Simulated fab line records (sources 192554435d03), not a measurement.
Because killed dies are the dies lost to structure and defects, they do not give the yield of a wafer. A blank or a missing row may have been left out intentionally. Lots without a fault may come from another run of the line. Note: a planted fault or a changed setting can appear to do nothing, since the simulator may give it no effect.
fab line records ; flow n5-finfet
record: lots: 6; wafers: 16; last-day: 18
route steps=1938 shown BEOL_M2@848 BEOL_M4@1111
lots untouched by any fault: they come from a run of this same line in which no faults occurred
start-h: hours from the record's opening day to when the first of the lot's shown wafers began ; wait-h: hours since the lot's step before ; " same as the row above ; L1.1+2: one row covering several wafers at once ; - no value, or no start was given ; * or withheld: withheld ; < > ~ a bound
route shown NAME@n: NAME is a module with steps in the file, n the number in the route of the first one ; usual: average and standard deviation across the fault-free wafers ; same: alike in all rows ; chamber/n: place in a boat ; sites: each site's reading ; _std_site: the values' standard deviation ; _edge_site: the outer-site mean with the inner-site mean subtracted ; radius-mm: for every site, how far away it sits from the centre of the wafer ; mask NAME#n: copy n ; behind: the tool/chamber that last shaped the wafer ; hold: reason for holding the lot/hours on hold/outcome of the hold ; device: transistor that didn't switch, given as n, p or np ; end of line: tests run on the same wafers once the route is complete ; where a step has no rows: the recipe by itself ; killed: dies that structure and defects cost at the first sort, which is not the same as the wafer's yield ; map: the dies of a wafer, with x for killed, . for not killed, _ for no die there
set.NAME: the setting the step ran with; set.NAME@STEP: the setting that earlier step ran with ; model.NAME: the simulator's own value behind a step, which no gauge read
lots seen at some steps along the route; tables by step, rows by wafer
services: when a tool's chamber went out of use (start-h, in hours from the record's first day, below 0 if earlier), for how many hours, and the reason
== steps ==
step: N5_BEOL_M2_COAT_05
recipe: resist: CAR-EUV; spin-rpm: 1500; resist-thk-nm: 30
step: N5_BEOL_M2_EBR_07
recipe: solvent: PGMEA; ebr-width-mm: 1.5
step: N5_BEOL_M2_SOFTBAKE_06
recipe: temp-c: 110; time-s: 60; resist: CAR-EUV
step: N5_BEOL_M2_EXPOSE_08
recipe: mask-id: M2; na: 0.33; source-shape: dipole; sigma-inner: 0.369; sigma-outer: 0.767; polarization: unpolarized; dose-mj: 41.25
step: N5_BEOL_M2_PEB_09
recipe: peb-temp-c: 100; peb-time-s: 60; resist: CAR-EUV
step: N5_BEOL_M2_DEVELOP_10
recipe: develop-time-s: 30; developer: TMAH; resist: CAR-EUV; rinse-liquid: surfactant-rinse; dry: air-spin; dev-temp-c: 23
step: N5_BEOL_M2_CD_MEAS_11
recipe: target-cd-nm: 16.79; landing-energy-ev: 500; detector: se-inlens; polarity: opening
usual: cd-nm: 16.75/0.23
lot.wafer;tool;chamber;start-h;wait-h;cd-nm
L947.2;cd-sem-02;0;144.13;-;16.56
L947.4;cd-sem-02;0;144.13;-;17.03
L947.6;cd-sem-02;0;144.13;-;16.75
L949.3;cd-sem-02;0;157.56;-;16.65
L949.4;cd-sem-02;0;157.56;-;16.38
L949.5;cd-sem-02;0;157.56;-;16.56
L954.1;cd-sem-01;0;185.54;-;16.79
L954.3;cd-sem-01;0;185.54;-;16.54
L959.2;cd-sem-02;0;217.30;-;16.60
L959.3;cd-sem-02;0;217.30;-;16.71
L963.1;cd-sem-02;0;251.01;-;16.72
L963.3;cd-sem-02;0;251.01;-;16.82
L963.6;cd-sem-02;0;251.01;-;16.65
L969.1;cd-sem-02;0;271.46;-;16.62
L969.4;cd-sem-02;0;271.46;-;16.75
L969.6;cd-sem-02;0;271.46;-;16.66
step: N5_BEOL_M2_OVL_MEAS_12
recipe: points-per-wafer: 522
usual: M2_OVL: -0.4/0.8
lot.wafer;tool;chamber;start-h;wait-h;M2_OVL[nm]
L947.2;overlay-02;0;144.17;0.0;0.1
L947.4;overlay-02;0;144.17;0.0;1.3
L947.6;overlay-02;0;144.17;0.0;1.0
L949.3;overlay-02;0;157.60;0.0;-0.4
L949.4;overlay-02;0;157.60;0.0;-1.7
L949.5;overlay-02;0;157.60;0.0;-1.0
L954.1;overlay-01;0;185.57;0.0;0.9
L954.3;overlay-01;0;185.57;0.0;0.3
L959.2;overlay-02;0;217.34;0.0;-0.5
L959.3;overlay-02;0;217.34;0.0;-0.9
L963.1;overlay-02;0;251.06;0.0;-0.9
L963.3;overlay-02;0;251.06;0.0;-1.7
L963.6;overlay-02;0;251.06;0.0;-0.2
L969.1;overlay-01;0;271.49;0.0;-1.1
L969.4;overlay-01;0;271.49;0.0;0.2
L969.6;overlay-01;0;271.49;0.0;0.1
step: N5_BEOL_M2_INSPECT_13
recipe: mode: adi; inspect-instrument: brightfield
usual: raw-defect-count: 439/110
lot.wafer;tool;chamber;start-h;wait-h;raw-defect-count
L947.2;defect-inspect-01;-;144.22;0.0;539
L947.4;defect-inspect-01;-;144.22;0.0;417
L947.6;defect-inspect-01;-;144.22;0.0;421
L949.3;defect-inspect-02;-;157.65;0.0;456
L949.4;defect-inspect-02;-;157.65;0.0;497
L949.5;defect-inspect-02;-;157.65;0.0;557
L954.1;defect-inspect-01;-;185.63;0.1;327
L954.3;defect-inspect-01;-;185.63;0.1;264
L959.2;defect-inspect-02;-;217.39;0.0;359
L959.3;defect-inspect-02;-;217.39;0.0;340
L963.1;defect-inspect-02;-;251.11;0.1;587
L963.3;defect-inspect-02;-;251.11;0.1;469
L963.6;defect-inspect-02;-;251.11;0.1;382
L969.1;defect-inspect-01;-;271.54;0.1;508
L969.4;defect-inspect-01;-;271.54;0.1;415
L969.6;defect-inspect-01;-;271.54;0.1;439
step: N5_BEOL_M2_DESCUM_16
recipe: chemistry: O2; time-s: 7; source-power-w: 50; bias-power-w: 20; pressure-mtorr: 20; rf-frequency-hz: 2.712e+07; temp-c: 40; resist: CAR-EUV; o2-flow-sccm: 225
usual: drypump-motor-current-A: 5.7/0.46; oes-product-au: 0.80/0.064; rf-fwd-power-W: 49.44/0.19; rf-vpp-V: 242.8/1.3; showerhead-plenum-p-Torr: 2.07/0.07; throttle-valve-pct: 20.35/0.12
lot.wafer;tool;chamber;start-h;wait-h;drypump-motor-current-A;oes-product-au;rf-fwd-power-W;rf-hours-counter-h;rf-vpp-V;showerhead-plenum-p-Torr;throttle-valve-pct
L947.2;rie-diel-04;1;144.74;0.5;5.4;0.75;49.16;127;242.0;2.01;20.46
L947.4;rie-diel-04;2;144.74;0.5;4.7;0.90;49.53;30;242.3;2.13;20.12
L947.6;rie-diel-04;3;144.74;0.5;5.5;0.85;49.71;-;244.4;2.13;20.37
L949.3;rie-diel-04;0;157.97;0.3;6.1;0.89;49.34;29;242.5;2.03;20.18
L949.4;rie-diel-04;3;157.97;0.3;5.5;0.86;49.57;45;243.9;2.13;20.39
L949.5;rie-diel-04;2;157.97;0.3;4.7;0.90;49.46;-;244.5;2.13;20.14
L954.1;rie-diel-04;0;185.66;0.0;6.1;0.87;49.49;38;243.3;2.02;20.19
L954.3;rie-diel-04;2;185.66;0.0;4.7;0.89;49.37;43;243.8;2.12;20.14
L959.2;rie-diel-04;2;217.43;0.0;4.7;0.86;49.42;58;244.7;2.12;20.16
L959.3;rie-diel-04;1;217.43;0.0;5.4;0.75;49.42;156;241.4;2.00;20.50
L963.1;rie-diel-02;0;251.15;0.0;5.2;0.68;49.65;221;243.1;2.05;20.42
L963.3;rie-diel-02;2;251.15;0.0;5.7;0.84;49.54;71;243.3;2.01;20.44
L963.6;rie-diel-02;0;251.15;0.0;5.2;0.68;49.58;-;241.4;2.05;20.44
L969.1;rie-diel-04;3;271.58;0.0;5.5;0.81;49.35;80;243.7;2.12;20.43
L969.4;rie-diel-04;2;271.58;0.0;4.7;0.84;49.22;78;243.2;2.11;20.20
L969.6;rie-diel-04;3;271.58;0.0;5.5;0.81;49.76;-;244.6;2.12;20.43
step: N5_BEOL_M2_ETCH_74
recipe: chemistry: N2/H2; target: underlayer; target-depth-a: 65; mask-material: CAR-EUV; time-s: 5.2; ion-energy-ev: 200; pressure-mtorr: 30; source-w: 840; bias-w: 150; n2-flow-sccm: 200; h2-flow-sccm: 200; ends: cleared
usual: drypump-motor-current-A: 5.7/0.46; etch-rf-on-time-s: 5.22/0.08; oes-product-au: 0.68/0.053; rf-fwd-power-W: 819.2/2.4; rf-vpp-V: 523.0/2.5; showerhead-plenum-p-Torr: 2.52/0.077; throttle-valve-pct: 17.81/0.22
lot.wafer;tool;chamber;start-h;wait-h;drypump-motor-current-A;etch-rf-on-time-s;oes-product-au;rf-fwd-power-W;rf-hours-counter-h;rf-vpp-V;showerhead-plenum-p-Torr;throttle-valve-pct
L947.2;rie-diel-04;1;144.77;0.0;5.4;5.29;0.66;818.4;127;520.2;2.47;18.09
L947.4;rie-diel-04;2;144.77;0.0;4.7;5.27;0.77;821.6;30;523.7;2.59;17.53
L947.6;rie-diel-04;3;144.77;0.0;5.5;5.33;0.72;818.7;-;524.2;2.57;17.59
L949.3;rie-diel-04;0;158.00;0.0;6.2;5.15;0.76;820.9;29;520.5;2.48;17.65
L949.4;rie-diel-04;3;158.00;0.0;5.5;5.30;0.72;822.3;45;523.8;2.57;17.61
L949.5;rie-diel-04;2;158.00;0.0;4.8;5.26;0.75;821.8;-;525.5;2.59;17.54
L954.1;rie-diel-04;0;185.70;0.0;6.2;5.13;0.74;815.9;38;522.3;2.47;17.65
L954.3;rie-diel-04;2;185.70;0.0;4.7;5.27;0.75;816.5;43;523.1;2.59;17.56
L959.2;rie-diel-04;2;217.46;0.0;4.8;5.29;0.73;821.1;58;523.8;2.58;17.55
L959.3;rie-diel-04;1;217.46;0.0;5.4;5.27;0.64;818.7;156;520.9;2.45;18.15
L963.1;rie-diel-02;0;251.18;0.0;5.2;5.39;0.57;819.8;221;522.2;2.51;18.06
L963.3;rie-diel-02;2;251.18;0.0;5.7;5.12;0.72;823.0;71;521.4;2.49;18.25
L963.6;rie-diel-02;0;251.18;0.0;5.2;5.33;0.58;820.7;-;520.6;2.51;18.05
L969.1;rie-diel-04;3;271.61;0.0;5.5;5.23;0.69;817.7;80;524.2;2.55;17.68
L969.4;rie-diel-04;2;271.61;0.0;4.7;5.28;0.71;817.9;78;523.8;2.57;17.61
L969.6;rie-diel-04;3;271.61;0.0;5.5;5.17;0.69;821.1;-;524.3;2.55;17.67
step: N5_BEOL_M2_ETCH_63
recipe: chemistry: CF4; target: SiARC; target-depth-a: 156; mask-material: CAR-EUV; time-s: 26; ion-energy-ev: 80; pressure-mtorr: 40; source-w: 545; bias-w: 36; Ar_flow_sccm: 100; cf4-flow-sccm: 100; ends: cleared
usual: drypump-motor-current-A: 5.7/0.46; etch-rf-on-time-s: 26.1/0.42; oes-product-au: 0.68/0.054; rf-fwd-power-W: 532.3/2; rf-vpp-V: 183.8/1.2; showerhead-plenum-p-Torr: 2.13/0.06; throttle-valve-pct: 15.58/0.15
lot.wafer;tool;chamber;start-h;wait-h;drypump-motor-current-A;etch-rf-on-time-s;oes-product-au;rf-fwd-power-W;rf-hours-counter-h;rf-vpp-V;showerhead-plenum-p-Torr;throttle-valve-pct
L947.2;rie-diel-04;1;144.79;0.0;5.3;26.1;0.66;532.7;127;182.1;2.06;15.59
L947.4;rie-diel-04;2;144.79;0.0;4.7;26.1;0.77;531.0;30;184.9;2.18;15.30
L947.6;rie-diel-04;3;144.79;0.0;5.5;26.3;0.74;534.2;-;185.2;2.19;15.53
L949.3;rie-diel-04;0;158.02;0.0;6.1;25.8;0.75;530.8;29;182.6;2.12;15.54
L949.4;rie-diel-04;3;158.02;0.0;5.5;26.5;0.72;528.6;45;184.5;2.19;15.56
L949.5;rie-diel-04;2;158.02;0.0;4.7;26.2;0.75;534.5;-;184.2;2.18;15.31
L954.1;rie-diel-04;0;185.72;0.0;6.1;25.9;0.74;529.7;38;183.0;2.11;15.58
L954.3;rie-diel-04;2;185.72;0.0;4.7;26.3;0.75;534.4;43;184.9;2.17;15.31
L959.2;rie-diel-04;2;217.48;0.0;4.7;26.3;0.73;529.2;58;183.3;2.17;15.36
L959.3;rie-diel-04;1;217.48;0.0;5.4;26.0;0.64;530.6;156;184.0;2.05;15.65
L963.1;rie-diel-02;0;251.20;0.0;5.2;26.8;0.58;531.6;221;184.9;2.13;15.83
L963.3;rie-diel-02;2;251.20;0.0;5.7;25.9;0.72;534.2;71;182.0;2.09;15.74
L963.6;rie-diel-02;0;251.20;0.0;5.2;26.8;0.58;533.1;-;183.9;2.13;15.82
L969.1;rie-diel-04;3;271.63;0.0;5.5;26.4;0.69;530.1;80;184.4;2.18;15.61
L969.4;rie-diel-04;2;271.63;0.0;4.7;26.3;0.71;530.9;78;184.1;2.16;15.40
L969.6;rie-diel-04;3;271.63;0.0;5.5;26.5;0.68;529.2;-;183.3;2.18;15.60
step: N5_BEOL_M2_ETCH_64
recipe: chemistry: N2/H2; target: SOC; target-depth-a: 750; overetch-a: 225; mask-material: SiARC; temp-c: 40; time-s: 121.9; ion-energy-ev: 200; pressure-mtorr: 30; source-w: 840; bias-w: 150; n2-flow-sccm: 200; h2-flow-sccm: 200
usual: drypump-motor-current-A: 5.7/0.46; oes-product-au: 0.61/0.045; rf-fwd-power-W: 837.2/2.7; rf-vpp-V: 523.1/2.3; showerhead-plenum-p-Torr: 2.52/0.077; throttle-valve-pct: 17.77/0.22
lot.wafer;tool;chamber;start-h;wait-h;drypump-motor-current-A;oes-product-au;rf-fwd-power-W;rf-hours-counter-h;rf-vpp-V;showerhead-plenum-p-Torr;throttle-valve-pct;model.SiARC_of_BEOL_M2_COAT_62.thk-nm
L947.2;rie-diel-04;1;144.82;0.0;5.4;0.59;839.5;127;521.0;2.47;18.06;6.4
L947.4;rie-diel-04;2;144.82;0.0;4.7;0.70;841.5;30;525.4;2.59;17.47;6.4
L947.6;rie-diel-04;3;144.82;0.0;5.5;0.66;835.5;-;524.9;2.57;17.56;6.4
L949.3;rie-diel-04;0;158.05;0.0;6.1;0.68;834.0;29;523.0;2.48;17.59;6.2
L949.4;rie-diel-04;3;158.05;0.0;5.5;0.65;836.2;45;524.7;2.57;17.57;6.2
L949.5;rie-diel-04;2;158.05;0.0;4.7;0.69;838.5;-;526.8;2.59;17.50;6.2
L954.1;rie-diel-04;0;185.74;0.0;6.1;0.66;833.6;38;521.6;2.47;17.62;6.2
L954.3;rie-diel-04;2;185.74;0.0;4.7;0.74;-;44;526.1;2.59;17.52;6.8
L959.2;rie-diel-04;2;217.51;0.0;4.7;0.65;832.9;58;525.9;2.58;17.54;6.2
L959.3;rie-diel-04;1;217.51;0.0;5.4;0.63;-;156;521.5;2.45;18.12;6.8
L963.1;rie-diel-02;0;251.23;0.0;5.3;0.52;837.9;221;525.3;2.51;18.03;6.4
L963.3;rie-diel-02;2;251.23;0.0;5.7;0.63;837.7;71;521.3;2.49;18.19;6.4
L963.6;rie-diel-02;0;251.23;0.0;5.3;0.52;839.8;-;522.3;2.51;18.01;6.4
L969.1;rie-diel-04;3;271.66;0.0;5.5;0.62;838.3;80;523.6;2.55;17.63;6.2
L969.4;rie-diel-04;2;271.66;0.0;4.8;0.64;842.7;78;524.5;2.57;17.59;6.4
L969.6;rie-diel-04;3;271.66;0.0;5.5;0.62;840.1;-;525.8;2.55;17.63;6.4
step: N5_BEOL_M2_STRIP_65
recipe: chemistry: N2/H2; temp-c: 40; n2-flow-sccm: 200; h2-flow-sccm: 200; rf-frequency-hz: 6e+07
step: N5_BEOL_M4_RC_MEAS_101
usual: DIBL_N: 36.0/2; DIBL_P: 36.2/2.2; IOFF_N: 0.16/0.034; IOFF_P: 0.21/0.04; ION_N: 675/12; ION_P: 463/7.2; SS_N: 71.6/0.6; SS_P: 73.3/0.67; VT_N: 250/3; VT_P: -251/3.4
lot.wafer;tool;chamber;start-h;wait-h;DIBL_N[mV/V];DIBL_P[mV/V];IOFF_N[nA/um];IOFF_P[nA/um];ION_N[uA/um];ION_P[uA/um];SS_N[mV/dec];SS_P[mV/dec];VT_N[mV];VT_P[mV]
L947.2;prober-01;0;178.76;0.2;34.6;34.8;0.15;0.20;684;464;70.9;73.5;251;-249
L947.4;prober-01;0;178.76;0.2;35.3;35.7;0.15;0.21;678;462;71.7;73.5;252;-247
L947.6;prober-01;0;178.76;0.2;35.3;36.3;0.16;0.21;678;464;71.3;73.9;251;-250
L949.3;prober-02;0;193.42;0.3;38.2;38.8;0.21;0.26;674;462;72.1;73.4;249;-250
L949.4;prober-02;0;193.42;0.3;37.9;37.7;0.18;0.22;664;453;72.9;73.0;251;-252
L949.5;prober-02;0;193.42;0.3;39.4;39.9;0.23;0.26;684;467;73.2;73.9;250;-246
L954.1;prober-01;0;221.27;0.0;37.1;36.3;0.14;0.18;660;451;72.1;73.7;254;-255
L954.3;prober-01;0;221.27;0.0;36.9;36.5;0.15;0.19;681;465;71.2;73.5;250;-254
L959.2;prober-01;0;249.96;0.2;36.4;38.3;0.19;0.25;688;469;72.0;73.2;247;-248
L959.3;prober-01;0;249.96;0.2;35.9;37.2;0.17;0.23;676;468;71.1;72.7;250;-248
L963.1;prober-02;0;279.72;0.0;32.4;32.5;0.10;0.16;649;453;70.5;71.9;257;-255
L963.3;prober-02;0;279.72;0.0;36.2;36.1;0.16;0.20;675;463;71.2;72.9;252;-252
L963.6;prober-02;0;279.72;0.0;36.1;35.8;0.14;0.19;668;459;71.6;73.3;253;-252
L969.1;prober-01;0;316.99;0.0;34.8;34.2;0.13;0.17;674;461;71.5;73.4;254;-253
L969.4;prober-01;0;316.99;0.0;34.8;34.1;0.13;0.18;665;458;71.5;73.5;253;-253
L969.6;prober-01;0;316.99;0.0;36.5;36.2;0.16;0.20;680;463;71.9;74.2;252;-252
== services ==
tool;chamber;start-h;hours;kind
rie-diel-02;0;128.23;12.0;repair
rie-diel-04;-;131.45;0.3;repair
rie-diel-04;3;198.02;17.3;repair
rie-diel-02;2;220.41;6.5;repair
rie-diel-04;1;221.06;3.8;repair
== key ==
first-sign none at tools or gauges
model-effect: step: N5_BEOL_M2_ETCH_64; value: SiARC_of_BEOL_M2_COAT_62.thk-nm; without: 6.4; struck: 6.8
met-at N5_BEOL_M2_ETCH_64
struck-wafers L954.3,L959.3
onset-between 158.05 185.74
fault: kind: process-parameter-drift; tool: rie-diel-04; chamber: -; onset-h: 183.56; steps: N5_BEOL_M2_ETCH_64; channel: time-s; offset: *; shape: step; end-h: 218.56; scope: struck-wafers-only; acts-in: *; stated: *
